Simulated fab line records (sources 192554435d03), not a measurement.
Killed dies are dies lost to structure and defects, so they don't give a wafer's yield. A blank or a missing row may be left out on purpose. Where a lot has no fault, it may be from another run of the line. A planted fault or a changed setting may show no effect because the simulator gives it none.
fab line records -- flow n5-finfet
[record] lots = 8, wafers = 24, last-day = 18
route steps=1938 shown SPACER0@258 SD_EPI_N@273 SD_EPI_P@305 BEOL_M4@1111 PASSIVATION@1936
lots with no fault: from the same line, run without faults
start-h: hours from the record's first day to the start of the lot's first wafer shown -- wait-h: time in hours since the lot's previous step -- " same as the row above -- L1.1+2: a row that stands for several wafers -- - either no value or no given start -- * or withheld: withheld -- < > ~ a bound
route shown NAME@n: NAME is a module with steps in the file, n the number in the route of the first one -- usual: average and standard deviation across the fault-free wafers -- same: alike in all rows -- chamber/n: place in a boat -- sites: each site's reading -- _std_site: the standard deviation of these -- _edge_site: outer sites' mean less inner sites' -- radius-mm: for every site, how far away it sits from the centre of the wafer -- mask NAME#n: copy n -- behind: tool/chamber where the wafer was last shaped -- hold: why the lot went on hold/how many hours it stayed there/how the hold came to an end -- device: names the non-switching transistor (n, p or np) -- end of line: the tests these same wafers got at the end of their route -- a step given without rows: its recipe and nothing more -- killed: not the wafer's yield, but the dies lost to structure and defects at the first sort -- map: a wafer's dies, marking killed ones x, the rest . and places with no die _
set.NAME: the setting the step ran with; set.NAME@STEP: the setting that earlier step ran with -- model.NAME: the simulator's own value behind a step, which no gauge read
route steps across a sampled set of lots; one table per step, one row per wafer
services: a tool's chamber out of use, with start hour (start-h, from the record's first day; less than 0 if before it), hours out, and reason
[[steps]]
[step N5_SPACER0_ALD_07]
[recipe] material = SiNx, target-thk-a = 20, temp-c = 400, ald-precursor-family = SiH2I2, ald-co-reactant = N2/H2-plasma, pressure-torr = 2
[usual] heater-power-w = 891/110
lot.wafer,tool,chamber,start-h,wait-h,heater-power-w
L401.1,ald-sin-04,3,68.11,0.3,801
L401.4,ald-sin-04,2,68.11,0.3,718
L401.5,ald-sin-04,0,68.11,0.3,760
L403.4,ald-sin-01,3,79.98,0.6,958
L403.5,ald-sin-01,3,79.98,0.6,945
L403.6,ald-sin-01,0,79.98,0.6,1079
L404.2,ald-sin-01,3,85.55,0.0,955
L404.3,ald-sin-01,2,85.55,0.0,810
L404.6,ald-sin-01,3,85.55,0.0,955
L405.2,ald-sin-04,3,93.17,0.6,803
L405.3,ald-sin-04,2,93.17,0.6,709
L405.5,ald-sin-04,0,93.17,0.6,741
L407.2,ald-sin-04,2,104.39,0.0,714
L407.4,ald-sin-04,1,104.39,0.0,861
L407.6,ald-sin-04,2,104.39,0.0,696
L409.3,ald-sin-03,2,120.73,0.1,795
L409.4,ald-sin-03,0,120.73,0.1,869
L409.6,ald-sin-03,1,120.73,0.1,850
L415.1,ald-sin-03,3,156.35,1.1,987
L415.3,ald-sin-03,0,156.35,1.1,875
L415.5,ald-sin-03,0,156.35,1.1,887
L421.3,ald-sin-04,1,187.65,0.0,894
L421.5,ald-sin-04,2,187.65,0.0,710
L421.6,ald-sin-04,3,187.65,0.0,831
[step N5_SD_EPI_N_DESCUM_14]
[recipe] chemistry = O2, time-s = 7.9, source-power-w = 50, bias-power-w = 20, pressure-mtorr = 20, rf-frequency-hz = 2.712e+07, temp-c = 40, resist = CAR-ArF-block, o2-flow-sccm = 225
[usual] chamber-pressure-mTorr = 19.998/0.019, drypump-motor-current-A = 5.68/0.28, oes-product-au = 0.80/0.1, rf-vpp-V = 242.9/1.4, showerhead-plenum-p-Torr = 2.08/0.069, throttle-valve-pct = 20.34/0.21
lot.wafer,tool,chamber,start-h,wait-h,chamber-pressure-mTorr,drypump-motor-current-A,oes-product-au,rf-hours-counter-h,rf-vpp-V,showerhead-plenum-p-Torr,throttle-valve-pct
L401.1,rie-diel-01,3,70.03,1.0,19.978,5.49,0.69,213,240.8,1.99,20.32
L401.4,rie-diel-01,1,70.03,1.0,19.973,5.49,0.68,220,244.3,2.14,20.47
L401.5,rie-diel-01,2,70.03,1.0,20.007,5.84,0.80,-,242.1,2.06,20.46
L403.4,rie-diel-01,0,81.03,0.0,19.979,5.70,0.89,22,241.9,2.05,20.43
L403.5,rie-diel-01,2,81.03,0.0,19.954,5.83,0.80,-,242.0,2.06,20.43
L403.6,rie-diel-01,3,81.03,0.0,19.989,5.51,0.68,-,242.1,1.99,20.33
L404.2,rie-diel-01,0,86.65,0.2,19.983,5.72,0.89,23,242.5,2.05,20.41
L404.3,rie-diel-01,3,86.65,0.2,20.028,5.51,0.68,220,241.1,1.99,20.35
L404.6,rie-diel-01,3,86.65,0.2,20.024,5.50,0.68,-,241.5,1.99,20.33
L405.2,rie-diel-01,0,94.25,0.1,19.990,5.70,0.88,26,243.1,2.05,20.43
L405.3,rie-diel-01,2,94.25,0.1,19.971,5.84,0.79,100,239.2,2.06,20.45
L405.5,rie-diel-01,0,94.25,0.1,19.975,5.73,0.87,-,242.2,2.05,20.43
L407.2,rie-diel-01,2,105.44,0.0,20.007,5.85,0.80,102,242.4,2.06,20.46
L407.4,rie-diel-01,1,105.44,0.0,19.998,5.51,0.68,233,243.3,2.14,20.49
L407.6,rie-diel-01,0,105.44,0.0,20.019,5.66,0.88,-,243.2,2.05,20.44
L409.3,rie-diel-02,2,122.19,0.6,20.021,5.37,0.99,2,242.3,2.03,19.87
L409.4,rie-diel-02,0,122.19,0.6,20.017,5.97,0.89,-,242.9,2.11,20.30
L409.6,rie-diel-02,3,122.19,0.6,19.984,6.11,0.73,-,242.3,2.11,20.39
L415.1,rie-diel-06,2,157.28,0.0,19.986,5.16,0.91,26,244.7,2.14,20.47
L415.3,rie-diel-06,0,157.28,0.0,19.996,5.69,0.75,156,241.4,2.00,20.83
L415.5,rie-diel-06,2,157.28,0.0,20.004,5.15,0.91,-,244.2,2.14,20.47
L421.3,rie-diel-01,0,188.80,0.1,20.000,5.72,0.82,57,242.9,2.04,20.49
L421.5,rie-diel-01,1,188.80,0.1,20.001,5.55,0.94,-,244.0,2.13,20.12
L421.6,rie-diel-01,2,188.80,0.1,19.972,5.84,0.76,-,241.8,2.05,20.52
[step N5_SD_EPI_N_ETCH_35]
[recipe] chemistry = N2/H2, target = SOC, overetch-a = 1080, mask-material = SiARC, temp-c = 40, ion-energy-ev = 100, source-w = 3000, bias-w = 133, pressure-mtorr = 20, time-s = 486, n2-flow-sccm = 200, h2-flow-sccm = 200
[usual] chamber-pressure-mTorr = 20.000/0.017, drypump-motor-current-A = 5.68/0.27, h2-flow-sccm = 200.0/0.57, oes-product-au = 0.72/0.084, rf-vpp-V = 240.3/1.4, showerhead-plenum-p-Torr = 2.53/0.094, throttle-valve-pct = 23.8/0.43
lot.wafer,tool,chamber,start-h,wait-h,chamber-pressure-mTorr,drypump-motor-current-A,h2-flow-sccm,oes-product-au,rf-hours-counter-h,rf-vpp-V,showerhead-plenum-p-Torr,throttle-valve-pct
L401.1,rie-diel-01,3,70.12,0.0,20.018,5.49,199.8,0.63,213,238.5,2.40,23.4
L401.4,rie-diel-01,1,70.12,0.0,20.030,5.53,200.4,0.63,220,242.0,2.66,24.6
L401.5,rie-diel-01,2,70.12,0.0,20.012,5.86,200.4,0.73,-,239.5,2.45,23.8
L403.4,rie-diel-01,0,81.12,0.0,20.010,5.66,200.2,0.80,22,241.1,2.52,24.1
L403.5,rie-diel-01,2,81.12,0.0,20.020,5.85,199.2,0.72,-,240.4,2.45,23.8
L403.6,rie-diel-01,3,81.12,0.0,19.993,5.51,200.4,0.62,-,239.8,2.40,23.4
L404.2,rie-diel-01,0,86.74,0.0,20.025,5.72,199.6,0.79,23,240.8,2.52,24.1
L404.3,rie-diel-01,3,86.74,0.0,19.969,5.50,200.6,0.62,220,238.6,2.40,23.4
L404.6,rie-diel-01,3,86.74,0.0,19.975,5.51,199.9,0.62,-,240.8,2.40,23.5
L405.2,rie-diel-01,0,94.35,0.0,20.033,5.74,199.5,0.78,26,240.9,2.52,24.1
L405.3,rie-diel-01,2,94.35,0.0,19.996,5.82,201.2,0.72,100,238.9,2.45,23.8
L405.5,rie-diel-01,0,94.35,0.0,20.013,5.73,200.1,0.78,-,241.4,2.52,24.1
L407.2,rie-diel-01,2,105.53,0.0,19.999,5.87,200.2,0.73,102,239.2,2.45,23.8
L407.4,rie-diel-01,1,105.53,0.0,20.002,5.56,200.5,0.62,233,242.5,2.66,24.6
L407.6,rie-diel-01,0,105.53,0.0,19.999,5.67,200.6,0.78,-,239.9,2.52,24.2
L409.3,rie-diel-02,2,122.28,0.0,20.008,5.37,200.7,0.87,2,239.1,2.52,23.4
L409.4,rie-diel-02,0,122.28,0.0,19.987,5.98,199.9,0.78,-,241.3,2.61,23.9
L409.6,rie-diel-02,3,122.28,0.0,20.013,6.08,200.3,0.65,-,240.9,2.52,23.1
L415.1,rie-diel-06,2,157.37,0.0,20.005,5.15,200.0,0.81,26,241.4,2.57,23.7
L415.3,rie-diel-06,0,157.37,0.0,20.002,5.72,200.5,0.67,156,239.7,2.42,24.2
L415.5,rie-diel-06,2,157.37,0.0,19.981,5.16,200.1,0.81,-,239.3,2.57,23.7
L421.3,rie-diel-01,0,188.89,0.0,20.020,5.72,198.8,0.74,57,239.0,2.50,24.1
L421.5,rie-diel-01,1,188.89,0.0,20.021,5.52,198.8,0.85,-,242.1,2.64,24.2
L421.6,rie-diel-01,2,188.89,0.0,20.001,5.82,199.3,0.69,-,239.9,2.44,23.8
[step N5_SD_EPI_N_INSPECT_26]
[recipe] inspect-instrument = darkfield, mode = post-epi
[usual] raw-defect-count = 215/42
lot.wafer,tool,chamber,start-h,wait-h,raw-defect-count
L401.1,defect-inspect-01,-,73.97,0.1,186
L401.4,defect-inspect-01,-,73.97,0.1,148
L401.5,defect-inspect-01,-,73.97,0.1,149
L403.4,defect-inspect-02,-,85.25,0.1,201
L403.5,defect-inspect-02,-,85.25,0.1,180
L403.6,defect-inspect-02,-,85.25,0.1,143
L404.2,defect-inspect-02,-,91.52,0.1,488
L404.3,defect-inspect-02,-,91.52,0.1,486
L404.6,defect-inspect-02,-,91.52,0.1,549
L405.2,defect-inspect-01,-,98.21,0.1,493
L405.3,defect-inspect-01,-,98.21,0.1,483
L405.5,defect-inspect-01,-,98.21,0.1,482
L407.2,defect-inspect-02,-,110.45,0.1,534
L407.4,defect-inspect-02,-,110.45,0.1,590
L407.6,defect-inspect-02,-,110.45,0.1,562
L409.3,defect-inspect-02,-,126.46,0.1,310
L409.4,defect-inspect-02,-,126.46,0.1,227
L409.6,defect-inspect-02,-,126.46,0.1,235
L415.1,defect-inspect-02,-,161.22,0.1,183
L415.3,defect-inspect-02,-,161.22,0.1,189
L415.5,defect-inspect-02,-,161.22,0.1,183
L421.3,defect-inspect-02,-,193.19,0.1,214
L421.5,defect-inspect-02,-,193.19,0.1,224
L421.6,defect-inspect-02,-,193.19,0.1,201
[step N5_SD_EPI_P_INSPECT_11]
[recipe] mode = adi, inspect-instrument = macro
[usual] raw-defect-count = 2.0/1.4
lot.wafer,tool,chamber,start-h,wait-h,raw-defect-count
L401.1,defect-inspect-01,-,74.42,0.0,0
L401.4,defect-inspect-01,-,74.42,0.0,3
L401.5,defect-inspect-01,-,74.42,0.0,0
L403.4,defect-inspect-02,-,85.71,0.0,4
L403.5,defect-inspect-02,-,85.71,0.0,2
L403.6,defect-inspect-02,-,85.71,0.0,2
L404.2,defect-inspect-02,-,91.85,0.0,283
L404.3,defect-inspect-02,-,91.85,0.0,290
L404.6,defect-inspect-02,-,91.85,0.0,>300
L405.2,defect-inspect-01,-,98.66,0.0,>300
L405.3,defect-inspect-01,-,98.66,0.0,298
L405.5,defect-inspect-01,-,98.66,0.0,>300
L407.2,defect-inspect-01,-,110.77,0.0,>300
L407.4,defect-inspect-01,-,110.77,0.0,>300
L407.6,defect-inspect-01,-,110.77,0.0,294
L409.3,defect-inspect-01,-,126.92,0.0,2
L409.4,defect-inspect-01,-,126.92,0.0,1
L409.6,defect-inspect-01,-,126.92,0.0,3
L415.1,defect-inspect-02,-,161.68,0.0,3
L415.3,defect-inspect-02,-,161.68,0.0,2
L415.5,defect-inspect-02,-,161.68,0.0,3
L421.3,defect-inspect-01,-,193.65,0.0,2
L421.5,defect-inspect-01,-,193.65,0.0,4
L421.6,defect-inspect-01,-,193.65,0.0,2
[step N5_SD_EPI_P_DESCUM_14]
[recipe] chemistry = O2, time-s = 7.9, source-power-w = 50, bias-power-w = 20, pressure-mtorr = 20, rf-frequency-hz = 2.712e+07, temp-c = 40, resist = CAR-ArF-block, o2-flow-sccm = 225
[usual] chamber-pressure-mTorr = 19.998/0.017, drypump-motor-current-A = 5.7/0.55, oes-product-au = 0.82/0.085, rf-vpp-V = 243.8/1.5, showerhead-plenum-p-Torr = 2.14/0.087, throttle-valve-pct = 20.3/0.33
lot.wafer,tool,chamber,start-h,wait-h,chamber-pressure-mTorr,drypump-motor-current-A,oes-product-au,rf-hours-counter-h,rf-vpp-V,showerhead-plenum-p-Torr,throttle-valve-pct
L401.1,rie-diel-03,3,74.69,0.3,20.016,5.2,0.71,202,243.6,2.09,20.6
L401.4,rie-diel-03,1,74.69,0.3,19.974,5.3,0.88,25,245.6,2.25,20.5
L401.5,rie-diel-03,0,74.69,0.3,19.974,6.1,0.67,-,243.2,2.07,20.8
L403.4,rie-diel-04,2,86.11,0.4,20.005,6.6,0.79,-,240.6,2.01,20.4
L403.5,rie-diel-04,3,86.11,0.4,19.982,5.1,0.84,-,243.8,2.04,19.9
L403.6,rie-diel-04,1,86.11,0.4,20.015,6.1,0.89,-,245.7,2.22,20.4
L404.2,rie-diel-03,1,91.88,0.0,19.989,5.3,0.87,29,245.1,2.25,20.5
L404.3,rie-diel-03,3,91.88,0.0,19.990,5.2,0.70,207,242.8,2.09,20.7
L404.6,rie-diel-03,2,91.88,0.0,19.983,5.7,0.91,-,244.4,2.26,20.4
L405.2,rie-diel-04,1,98.70,0.0,20.024,6.2,0.87,39,245.8,2.22,20.4
L405.3,rie-diel-04,2,98.70,0.0,19.985,6.7,0.78,126,242.6,2.01,20.4
L405.5,rie-diel-04,2,98.70,0.0,19.990,6.7,0.79,-,241.8,2.01,20.4
L407.2,rie-diel-05,1,110.81,0.0,20.046,6.4,0.71,208,243.8,2.16,20.8
L407.4,rie-diel-05,2,110.81,0.0,20.026,5.1,0.72,172,243.7,2.16,20.6
L407.6,rie-diel-05,3,110.81,0.0,20.006,5.2,0.88,-,245.0,2.13,20.2
L409.3,rie-diel-04,3,126.98,0.1,20.002,5.1,0.83,70,243.5,2.04,19.9
L409.4,rie-diel-04,2,126.98,0.1,20.027,6.6,0.79,131,242.5,2.01,20.4
L409.6,rie-diel-04,0,126.98,0.1,19.980,5.3,0.97,-,245.1,2.21,19.6
L415.1,rie-diel-04,0,161.72,0.0,19.975,5.3,0.92,20,244.7,2.21,19.6
L415.3,rie-diel-04,1,161.72,0.0,19.982,6.2,0.86,56,246.0,2.21,20.4
L415.5,rie-diel-04,3,161.72,0.0,20.017,5.1,0.82,-,242.5,2.04,20.0
L421.3,rie-diel-04,3,193.68,0.0,20.007,5.1,0.81,85,242.4,2.03,20.0
L421.5,rie-diel-04,1,193.68,0.0,19.993,6.1,0.84,-,244.8,2.21,20.4
L421.6,rie-diel-04,0,193.68,0.0,19.971,5.3,0.91,-,246.4,2.21,19.6
[step N5_SD_EPI_P_INSPECT_26]
[recipe] inspect-instrument = darkfield, mode = post-epi
[usual] raw-defect-count = 184/39
lot.wafer,tool,chamber,start-h,wait-h,raw-defect-count
L401.1,defect-inspect-02,-,79.26,0.0,135
L401.4,defect-inspect-02,-,79.26,0.0,168
L401.5,defect-inspect-02,-,79.26,0.0,164
L403.4,defect-inspect-02,-,91.79,0.0,158
L403.5,defect-inspect-02,-,91.79,0.0,142
L403.6,defect-inspect-02,-,91.79,0.0,127
L404.2,defect-inspect-02,-,95.72,0.0,471
L404.3,defect-inspect-02,-,95.72,0.0,442
L404.6,defect-inspect-02,-,95.72,0.0,507
L405.2,defect-inspect-02,-,102.42,0.0,438
L405.3,defect-inspect-02,-,102.42,0.0,451
L405.5,defect-inspect-02,-,102.42,0.0,457
L407.2,defect-inspect-01,-,114.54,0.0,480
L407.4,defect-inspect-01,-,114.54,0.0,527
L407.6,defect-inspect-01,-,114.54,0.0,527
L409.3,defect-inspect-01,-,132.66,0.0,238
L409.4,defect-inspect-01,-,132.66,0.0,227
L409.6,defect-inspect-01,-,132.66,0.0,190
L415.1,defect-inspect-02,-,165.62,0.0,157
L415.3,defect-inspect-02,-,165.62,0.0,186
L415.5,defect-inspect-02,-,165.62,0.0,183
L421.3,defect-inspect-02,-,197.41,0.0,185
L421.5,defect-inspect-02,-,197.41,0.0,162
L421.6,defect-inspect-02,-,197.41,0.0,184
[step N5_BEOL_M4_RC_MEAS_101]
[usual] DIBL_N = 36.2/2.2, DIBL_P = 36.1/2.8, IOFF_N = 0.16/0.041, IOFF_P = 0.21/0.047, ION_N = 676/16, ION_P = 463/11, SS_N = 71.6/0.78, SS_P = 73.3/0.86, VT_N = 249/3.8, VT_P = -251/3.9
lot.wafer,tool,chamber,start-h,wait-h,DIBL_N[mV/V],DIBL_P[mV/V],IOFF_N[nA/um],IOFF_P[nA/um],ION_N[uA/um],ION_P[uA/um],SS_N[mV/dec],SS_P[mV/dec],VT_N[mV],VT_P[mV]
L401.1,prober-02,0,202.84,0.0,37.1,37.5,0.18,0.23,682,465,72.0,73.7,246,-249
L401.4,prober-02,0,202.84,0.0,35.7,34.3,0.16,0.17,668,451,72.5,73.5,251,-252
L401.5,prober-02,0,202.84,0.0,35.9,36.3,0.16,0.20,684,465,71.1,73.9,250,-254
L403.4,prober-01,0,204.85,0.5,40.0,39.7,0.23,0.24,689,455,72.8,74.9,244,-251
L403.5,prober-01,0,204.85,0.5,38.2,38.1,0.17,0.21,662,449,72.8,73.2,248,-254
L403.6,prober-01,0,204.85,0.5,34.4,33.4,0.12,0.16,680,463,70.5,72.3,255,-255
L405.2,prober-02,0,211.58,0.2,36.6,36.2,0.16,0.20,669,458,71.7,73.7,254,-252
L405.3,prober-02,0,211.58,0.2,32.8,32.1,0.12,0.14,687,467,70.5,72.4,252,-257
L405.5,prober-02,0,211.58,0.2,37.7,38.9,0.19,0.23,682,459,72.2,74.6,249,-250
L404.2,prober-02,0,214.68,0.2,38.3,38.3,0.19,0.22,682,461,71.7,73.7,248,-250
L404.3,prober-02,0,214.68,0.2,35.8,34.9,0.15,0.19,689,468,71.2,73.6,248,-250
L404.6,prober-02,0,214.68,0.2,40.0,39.5,0.22,0.24,701,474,72.4,74.3,244,-249
L407.2,prober-02,0,237.18,0.2,37.7,37.3,0.18,0.23,680,463,72.4,73.0,249,-248
L407.4,prober-02,0,237.18,0.2,32.6,31.9,0.10,0.16,664,460,69.9,72.2,255,-253
L407.6,prober-02,0,237.18,0.2,39.5,40.4,0.22,0.28,678,464,71.7,74.3,247,-247
L409.3,prober-01,0,243.53,0.3,37.2,36.5,0.19,0.20,695,472,71.7,73.8,246,-254
L409.4,prober-01,0,243.53,0.3,34.2,34.1,0.13,0.17,646,446,70.3,72.6,250,-256
L409.6,prober-01,0,243.53,0.3,35.3,36.3,0.16,0.21,665,454,71.2,73.6,247,-252
L415.1,prober-02,0,282.79,0.0,34.3,35.4,0.12,0.22,670,465,71.2,73.6,252,-249
L415.3,prober-02,0,282.79,0.0,37.1,38.4,0.17,0.26,683,478,72.3,74.2,249,-246
L415.5,prober-02,0,282.79,0.0,38.3,38.5,0.17,0.25,677,470,72.5,74.3,248,-246
L421.3,prober-01,0,313.13,0.3,35.8,38.1,0.15,0.23,661,461,70.6,74.0,250,-250
L421.5,prober-01,0,313.13,0.3,40.4,42.0,0.26,0.31,701,482,72.5,75.7,242,-245
L421.6,prober-01,0,313.13,0.3,31.0,31.3,0.08,0.13,647,449,69.6,71.7,260,-255
[step N5_PASSIVATION_PROBE_49]
[usual] defect-limited-yield = 91.4/1.4, killed_at_M0_to_M3 = 33/10, killed_at_M4_up = 14/6.1, killed-at-contacts = 14/6.1, killed-at-front-end = 38/9.7, killed-at-other = 3.1/2.9, killed-dies = 102/17, killed-on-rim = 14/4.1, killed-open = 67/13, killed-short = 32/8, sort_bin_5_function = 5.1/0.94, sort_bin_6_memory = 3.2/0.68, sort_bin_8_speed = 0.02/0.17, sort-n-pass = 1078/17, sort-yield-pct = 91.3/1.5
[same] gross-dies = 1180, killed-at-back-side = 0, sort_bin_4_leakage[%] = 0
lot.wafer,tool,chamber,start-h,wait-h,defect-limited-yield[%],killed_at_M0_to_M3,killed_at_M4_up,killed-at-contacts,killed-at-front-end,killed-at-other,killed-dies,killed-on-rim,killed-open,killed-short,sort_bin_5_function[%],sort_bin_6_memory[%],sort_bin_8_speed[%],sort-n-pass,sort-yield-pct[%]
L404.2,prober-02,-,313.47,0.1,83.5,38,13,12,131,1,195,33,75,51,11.2,4.2,0,985,83.5
L404.3,prober-02,-,313.52,0.1,84.1,29,12,11,135,1,188,23,75,25,10.2,4.5,0,992,84.1
L404.6,prober-02,-,313.67,0.3,82.8,37,5,13,146,2,203,28,70,38,10.6,5.4,0,977,82.8
L405.2,prober-01,-,322.88,0.1,87.7,30,13,9,85,8,145,26,56,20,8.8,2.2,0,1035,87.7
L405.3,prober-01,-,322.93,0.1,85.2,39,20,12,99,5,175,32,82,31,8.0,4.7,0,1005,85.2
L405.5,prober-01,-,323.03,0.2,86.4,20,21,6,112,2,161,27,66,19,7.7,4.9,0,1019,86.4
L407.2,prober-02,-,342.07,0.1,87.7,34,10,9,91,1,145,30,56,38,8.0,3.3,0,1035,87.7
L407.4,prober-02,-,342.17,0.2,86.9,25,11,13,104,2,155,23,55,23,8.4,3.3,0,1025,86.9
L407.6,prober-02,-,342.27,0.3,86.7,27,20,16,92,2,157,28,59,30,9.0,3.1,0,1023,86.7
L415.1,prober-02,-,405.48,0.0,90.1,25,20,28,43,1,117,10,77,38,6.8,3.0,0,1063,90.1
L415.3,prober-02,-,405.58,0.1,89.7,32,18,16,53,2,121,11,87,33,5.9,4.0,0,1059,89.7
L415.5,prober-02,-,405.68,0.2,91.7,19,24,17,34,4,98,19,65,33,4.4,3.6,0,1082,91.7
// killed by level:class
L404.2 SD_EPI_N:unspecified=67 FIN_SAQP:geometric-particle:short=25 BEOL_M2:geometric-particle:open=13 FIN_SAQP:geometric-particle:open=12 MOL_CONTACT_COAG:geometric-particle:open=11 BEOL_M3:geometric-particle:open=8 STI_FIN_REVEAL:geometric-particle:open=7 DUMMY_GATE:geometric-particle:open=4
L404.3 SD_EPI_N:unspecified=87 STI_FIN_REVEAL:geometric-particle:open=12 FIN_SAQP:geometric-particle:open=11 MOL_CONTACT_COAG:geometric-particle:open=11 FIN_SAQP:geometric-particle:short=10 BEOL_M2:geometric-particle:open=9 BEOL_M0_SAQP:geometric-particle:open=7 BEOL_M4:geometric-particle:open=7
L404.6 SD_EPI_N:unspecified=95 FIN_SAQP:geometric-particle:short=13 FIN_SAQP:geometric-particle:open=13 MOL_CONTACT_COAG:geometric-particle:open=9 BEOL_M3:geometric-particle:open=8 GATE_CUT:geometric-particle:open=6 BEOL_M1:geometric-particle:short=6 BEOL_M2:geometric-particle:open=6
L405.2 SD_EPI_N:unspecified=67 STI_FIN_REVEAL:geometric-particle:open=9 BEOL_M2:geometric-particle:open=8 MOL_CONTACT_COAG:geometric-particle:open=6 BEOL_M0_SAQP:geometric-particle:open=6 BEOL_M4:geometric-particle:open=6 MIM_TOP:geometric-particle:open=5 MOL_CONTACT_COAG:geometric-particle:short=3
L405.3 SD_EPI_N:unspecified=51 FIN_SAQP:geometric-particle:open=11 MOL_CONTACT_COAG:geometric-particle:open=10 HKMG_FIN:area-etch=10 BEOL_M2:geometric-particle:open=9 FIN_SAQP:geometric-particle:short=8 BEOL_M0_SAQP:geometric-particle:short=6 BEOL_M0:geometric-particle:open=6
L405.5 SD_EPI_N:unspecified=74 STI_FIN_REVEAL:geometric-particle:open=13 BEOL_M4:geometric-particle:open=9 BEOL_M1:geometric-particle:open=7 FIN_SAQP:geometric-particle:short=5 ILD0:geometric-particle:open=5 MOL_CONTACT_COAG:geometric-particle:open=5 FIN_SAQP:geometric-particle:open=4
L407.2 SD_EPI_N:unspecified=49 BEOL_M1:geometric-particle:open=9 GATE_CUT:geometric-particle:short=8 MOL_CONTACT_COAG:geometric-particle:open=8 BEOL_M0_SAQP:geometric-particle:open=8 FIN_SAQP:geometric-particle:open=7 BEOL_M0_SAQP:geometric-particle:short=7 FIN_SAQP:geometric-particle:short=5
L407.4 SD_EPI_N:unspecified=72 MOL_CONTACT_COAG:geometric-particle:open=11 BEOL_M0_SAQP:geometric-particle:open=6 BEOL_M1:geometric-particle:open=6 FIN_SAQP:geometric-particle:open=5 STI_FIN_REVEAL:geometric-particle:open=5 STARTING-WAFER:geometric-particle:open=5 GATE_CUT:geometric-particle:short=4
L407.6 SD_EPI_N:unspecified=67 MOL_CONTACT_COAG:geometric-particle:open=10 BEOL_M1:geometric-particle:open=9 BEOL_M4:geometric-particle:open=9 FIN_SAQP:geometric-particle:open=7 MOL_CONTACT_COAG:geometric-particle:short=6 BEOL_M3:geometric-particle:open=6 BEOL_M4:geometric-particle:short=6
L415.1 MOL_CONTACT_COAG:geometric-particle:open=23 FIN_SAQP:geometric-particle:open=12 FIN_SAQP:geometric-particle:short=8 BEOL_M0_SAQP:geometric-particle:open=7 BEOL_M1:geometric-particle:short=7 STI_FIN_REVEAL:geometric-particle:open=5 MOL_CONTACT_COAG:geometric-particle:short=5 BEOL_M4:geometric-particle:open=5
L415.3 STI_FIN_REVEAL:geometric-particle:open=14 MOL_CONTACT_COAG:geometric-particle:open=14 FIN_SAQP:geometric-particle:open=9 BEOL_M0_SAQP:geometric-particle:open=9 BEOL_M0_SAQP:geometric-particle:short=8 FIN_SAQP:geometric-particle:short=6 STARTING-WAFER:geometric-particle:open=6 BEOL_M3:geometric-particle:open=5
L415.5 MOL_CONTACT_COAG:geometric-particle:open=14 FIN_SAQP:geometric-particle:open=10 FIN_SAQP:geometric-particle:short=7 BEOL_M4:geometric-particle:open=7 DUMMY_GATE:geometric-particle:open=5 BEOL_M5:geometric-particle:open=5 STI_FIN_REVEAL:geometric-particle:open=4 STARTING-WAFER:geometric-particle:short=4
[[services]]
tool,chamber,start-h,hours,kind
rie-diel-06,-,47.01,29.9,repair
rie-diel-02,0,54.26,6.2,repair
rie-diel-05,0,61.90,4.1,repair
ald-sin-03,-,68.18,1.6,repair
rie-diel-02,1,73.48,4.4,repair
rie-diel-01,-,76.56,0.5,repair
ald-sin-04,3,81.70,2.1,repair
ald-sin-03,-,85.25,14.0,pm
rie-diel-04,3,93.70,2.8,repair
rie-diel-06,0,99.42,8.1,repair
rie-diel-03,0,106.18,2.4,repair
rie-diel-04,3,137.60,7.0,repair
ald-sin-03,0,138.71,6.0,repair
rie-diel-06,-,140.11,2.3,repair
rie-diel-01,0,144.40,8.7,repair
rie-diel-01,1,153.05,-,clean
rie-diel-01,1,153.05,-,consumable-replace:focus-ring
rie-diel-01,1,153.05,14.7,scheduled-down
rie-diel-01,1,153.05,14.7,vent-cycle
rie-diel-03,-,157.63,0.1,repair
rie-diel-05,1,164.37,3.9,repair
ald-sin-04,0,172.83,2.2,repair
ald-sin-01,-,177.90,14.0,pm
rie-diel-03,3,179.41,1.8,repair
[[key]]
[first-sign] step = N5_SD_EPI_N_INSPECT_26, reading = raw-defect-count, direction = up, sigmas = 7.2, usual = 215, struck = 519
[effect] step = N5_SD_EPI_P_INSPECT_11, reading = raw-defect-count, direction = up, sigmas = 99+, usual = 2.0, struck = >296.1
[effect] step = N5_SD_EPI_P_INSPECT_26, reading = raw-defect-count, direction = up, sigmas = 7.6, usual = 184, struck = 478
[effect] step = N5_PASSIVATION_PROBE_49, reading = killed-at-front-end, direction = up, sigmas = 7.5, usual = 38, struck = 111
[more-kills-born-at] N5_SD_EPI_N_ETCH_35@rie-diel-01 = 629
met-at N5_SD_EPI_N_ETCH_35
struck-lots L404,L405,L407
[baseline-loss] step = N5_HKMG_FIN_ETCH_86, wafers = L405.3
not-acting-at N5_SPACER0_ALD_07,N5_SD_EPI_N_DESCUM_14,N5_SD_EPI_P_DESCUM_14
onset-between 81.12 86.74
[fault] kind = chamber-particle-source, tool = rie-diel-01, chamber = -, onset-h = 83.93, steps = N5_SD_EPI_N_ETCH_35, rate-per-visit-cm2 = 0.46521, end-h = 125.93
// baseline-loss: these wafers lose ten dies or more at that step, a loss of the line's own and not of a fault; the sort's usual values leave them out
